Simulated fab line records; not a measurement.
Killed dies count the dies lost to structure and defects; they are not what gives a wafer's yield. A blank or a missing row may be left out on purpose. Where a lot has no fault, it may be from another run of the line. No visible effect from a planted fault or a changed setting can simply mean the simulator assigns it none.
Split-lot experiment || flow n5Finfet || 7 lots, 18 wafers read, on a route of 1938 steps

## ABOUT THE SPLIT
At N5_BEOL_M1_SPUTTER_48 (material Cu, target thk 4.5 nm, time 8.29 s), the setting timeS was moved away from the recipe's 8.29 s on 4 of the 18 wafers read, by -13.9% to +13.5%. This setting was run at the recipe's value on the other wafers.

The reading comes from the split's own step.

## THE READING
Cu_of_BEOL_M1_SPUTTER_48.thkNm (the simulator's own value, which no gauge read), in nm, at N5_BEOL_M1_SPUTTER_48 (material Cu, target thk 4.5 nm, time 8.29 s). There is no usual value for it anywhere in the file. The 14 wafers here that ran the recipe average 4.4 nm, standard deviation 0.14 nm.

{"wafer": "L080.4", "tool, chamber at the split": "pvdSputter-02, -", "timeS as run, s": 8.29, "against the recipe": "recipe", "Cu_of_BEOL_M1_SPUTTER_48.thkNm, nm": 4.2, "against lot-mates on the recipe": "-"}
{"wafer": "L080.5", "tool, chamber at the split": "pvdSputter-02, -", "timeS as run, s": 8.29, "against the recipe": "recipe", "Cu_of_BEOL_M1_SPUTTER_48.thkNm, nm": 4.4, "against lot-mates on the recipe": "-"}
{"wafer": "L080.6", "tool, chamber at the split": "pvdSputter-02, -", "timeS as run, s": 8.29, "against the recipe": "recipe", "Cu_of_BEOL_M1_SPUTTER_48.thkNm, nm": 4.4, "against lot-mates on the recipe": "-"}
{"wafer": "L084.4", "tool, chamber at the split": "pvdSputter-01, -", "timeS as run, s": 8.29, "against the recipe": "recipe", "Cu_of_BEOL_M1_SPUTTER_48.thkNm, nm": 4.4, "against lot-mates on the recipe": "-"}
{"wafer": "L084.5", "tool, chamber at the split": "pvdSputter-01, -", "timeS as run, s": 9.403, "against the recipe": "+13.4%", "Cu_of_BEOL_M1_SPUTTER_48.thkNm, nm": 5.2, "against lot-mates on the recipe": "+0.8"}
{"wafer": "L086.1", "tool, chamber at the split": "pvdSputter-01, -", "timeS as run, s": 8.29, "against the recipe": "recipe", "Cu_of_BEOL_M1_SPUTTER_48.thkNm, nm": 4.2, "against lot-mates on the recipe": "-"}
{"wafer": "L086.2", "tool, chamber at the split": "pvdSputter-01, -", "timeS as run, s": 8.29, "against the recipe": "recipe", "Cu_of_BEOL_M1_SPUTTER_48.thkNm, nm": 4.2, "against lot-mates on the recipe": "-"}
{"wafer": "L086.3", "tool, chamber at the split": "pvdSputter-01, -", "timeS as run, s": 8.29, "against the recipe": "recipe", "Cu_of_BEOL_M1_SPUTTER_48.thkNm, nm": 4.2, "against lot-mates on the recipe": "-"}
{"wafer": "L092.2", "tool, chamber at the split": "pvdSputter-03, -", "timeS as run, s": 8.29, "against the recipe": "recipe", "Cu_of_BEOL_M1_SPUTTER_48.thkNm, nm": 4.6, "against lot-mates on the recipe": "-"}
{"wafer": "L092.5", "tool, chamber at the split": "pvdSputter-03, -", "timeS as run, s": 8.29, "against the recipe": "recipe", "Cu_of_BEOL_M1_SPUTTER_48.thkNm, nm": 4.6, "against lot-mates on the recipe": "-"}
{"wafer": "L092.4", "tool, chamber at the split": "pvdSputter-03, -", "timeS as run, s": 8.29, "against the recipe": "recipe", "Cu_of_BEOL_M1_SPUTTER_48.thkNm, nm": 4.4, "against lot-mates on the recipe": "-"}
{"wafer": "L093.3", "tool, chamber at the split": "pvdSputter-02, -", "timeS as run, s": 8.29, "against the recipe": "recipe", "Cu_of_BEOL_M1_SPUTTER_48.thkNm, nm": 4.6, "against lot-mates on the recipe": "-"}
{"wafer": "L093.4", "tool, chamber at the split": "pvdSputter-02, -", "timeS as run, s": 9.211, "against the recipe": "+11.1%", "Cu_of_BEOL_M1_SPUTTER_48.thkNm, nm": 5, "against lot-mates on the recipe": "+0.4"}
{"wafer": "L094.1", "tool, chamber at the split": "pvdSputter-02, -", "timeS as run, s": 8.29, "against the recipe": "recipe", "Cu_of_BEOL_M1_SPUTTER_48.thkNm, nm": 4.4, "against lot-mates on the recipe": "-"}
{"wafer": "L094.6", "tool, chamber at the split": "pvdSputter-02, -", "timeS as run, s": 9.413, "against the recipe": "+13.5%", "Cu_of_BEOL_M1_SPUTTER_48.thkNm, nm": 4.8, "against lot-mates on the recipe": "+0.4"}
{"wafer": "L097.2", "tool, chamber at the split": "pvdSputter-01, -", "timeS as run, s": 7.139, "against the recipe": "-13.9%", "Cu_of_BEOL_M1_SPUTTER_48.thkNm, nm": 3.8, "against lot-mates on the recipe": -0.6}
{"wafer": "L097.4", "tool, chamber at the split": "pvdSputter-01, -", "timeS as run, s": 8.29, "against the recipe": "recipe", "Cu_of_BEOL_M1_SPUTTER_48.thkNm, nm": 4.4, "against lot-mates on the recipe": "-"}
{"wafer": "L097.6", "tool, chamber at the split": "pvdSputter-01, -", "timeS as run, s": 8.29, "against the recipe": "recipe", "Cu_of_BEOL_M1_SPUTTER_48.thkNm, nm": 4.4, "against lot-mates on the recipe": "-"}

THE FIT
A straight line over all 18 wafers: Cu_of_BEOL_M1_SPUTTER_48.thkNm changes by +0.046 nm for each +1% of timeS; r = +0.89; the points scatter about the line by 0.15 nm.
The same after taking each lot's own level away (the mean of its wafers on the recipe; 18 wafers): +0.0426 nm for each +1%; r = +0.94; scatter 0.094 nm.
The reading moves by 0.59 nm for the largest change in timeS, on that fit.
The span of the lots' own levels, 4.20 to 4.60 nm, comes to 2.8 times the standard deviation stated above.
Consequently the slope shifts little with the lot-to-lot level, the two slopes agreeing.
Check: with one of the wafers moved furthest among these (-13.9%) left out of the fit, the line predicts -0.589 nm for it against its lot-mates. Against them it came out at -0.6 nm.

## THE OTHER SPLITS THESE WAFERS WENT THROUGH
Note: prior to the reading, these wafers also went through further splits. Each is held against what the fit with the lots' levels taken away leaves over:
{"other split on the same wafers": "N5_MOL_CONTACT_COAG_PECVD_31 tempC", "wafers away from the commonest value": 5, "r with Cu_of_BEOL_M1_SPUTTER_48.thkNm (lot level and that fit taken away)": -0.08}
{"other split on the same wafers": "N5_MOL_CONTACT_COAG_COAT_78 spinRpm", "wafers away from the commonest value": 4, "r with Cu_of_BEOL_M1_SPUTTER_48.thkNm (lot level and that fit taken away)": "+0.42"}
{"other split on the same wafers": "N5_MOL_CONTACT_COAG_ETCHBACK_135 timeS", "wafers away from the commonest value": 10, "r with Cu_of_BEOL_M1_SPUTTER_48.thkNm (lot level and that fit taken away)": "+0.42"}
{"other split on the same wafers": "N5_MOL_CONTACT_COAG_COAT_64 spinRpm", "wafers away from the commonest value": 6, "r with Cu_of_BEOL_M1_SPUTTER_48.thkNm (lot level and that fit taken away)": -0.06}
{"other split on the same wafers": "N5_BEOL_M0_SAQP_EXPOSE_11 doseMj", "wafers away from the commonest value": 7, "r with Cu_of_BEOL_M1_SPUTTER_48.thkNm (lot level and that fit taken away)": -0.14}
{"other split on the same wafers": "N5_BEOL_M0_SAQP_PEB_12 pebTimeS", "wafers away from the commonest value": 6, "r with Cu_of_BEOL_M1_SPUTTER_48.thkNm (lot level and that fit taken away)": -0.33}
{"other split on the same wafers": "N5_BEOL_M0_SAQP_CUT_ETCH_46 sourceW", "wafers away from the commonest value": 6, "r with Cu_of_BEOL_M1_SPUTTER_48.thkNm (lot level and that fit taken away)": "+0.01"}
{"other split on the same wafers": "N5_BEOL_M0_CUTY_COAT_50 spinRpm", "wafers away from the commonest value": 6, "r with Cu_of_BEOL_M1_SPUTTER_48.thkNm (lot level and that fit taken away)": -0.11}

## FILE'S OWN FIT
Cu_of_BEOL_M1_SPUTTER_48.thkNm changes by +0.0426 nm for each +1% of timeS, r = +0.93.
